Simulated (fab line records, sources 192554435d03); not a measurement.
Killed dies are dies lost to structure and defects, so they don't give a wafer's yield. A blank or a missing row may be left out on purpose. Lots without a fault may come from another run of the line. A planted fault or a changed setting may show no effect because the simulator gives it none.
Chamber matching | flow n5_finfet | N5_BEOL_M11_CMP_52 on cmp-02: 4 sister chambers
The step polishes, stops on SiCOH lowk, t overpolish 7 s, target thk 140 nm. 8 wafers are shown with their chamber, then 7 later ones without.

WAFERS WITH THEIR CHAMBER
wafer  | chamber | motor_current_A (A) | time_to_endpoint_s (s)
L078.3 | 3       | 5.8                 | 65.2
L082.5 | 3       | 5.7                 | 63.5
L089.4 | 2       | 6.2                 | 70.4
L089.5 | 2       | 6.0                 | 68.6
L094.5 | 1       | 5.6                 | 68.6
L094.6 | 0       | 6.6                 | 66.7
L095.1 | 1       | 5.4                 | 66.7
L095.3 | 0       | 6.4                 | 70.2

WAFERS WITHOUT THEIR CHAMBER
wafer  | motor_current_A (A) | time_to_endpoint_s (s)
L095.4 | 5.7                 | 70.3
L096.1 | 6.5                 | 67.3
L096.3 | 5.6                 | 67.7
L096.4 | 5.9                 | 67.7
L097.2 | 6.7                 | 66.2
L097.4 | 5.6                 | 72.6
L097.5 | 5.9                 | 71.4

WHICH CHAMBER EACH WENT THROUGH
wafer  | from the rows above          | in truth
L095.4 | can't be placed: 1 or 2 or 3 | 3
L096.1 | 0                            | 0
L096.3 | can't be placed: 1 or 3      | 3
L096.4 | can't be placed: 2 or 3 or 1 | 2
L097.2 | 0                            | 0
L097.4 | can't be placed: 1 or 2      | 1
L097.5 | can't be placed: 2 or 1      | 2
Placed correctly: 2 of 7. Can't be placed from these rows: 5 (the true chamber is among the candidates in 5). Placed wrongly: 0.
How it was worked out, from the rows above alone: a wafer's distance from a chamber is the root of the sum, over the readings, of the square of ((its reading less the chamber's mean) divided by the reading's scatter). The wafer belongs to the nearest chamber; if the next one is less than 2 further off, it can't be placed. A chamber's mean is the mean of its shown wafers. The scatter: the root of (the sum of the squares of (reading less its chamber's mean) over the shown wafers, divided by (wafers less chambers)).
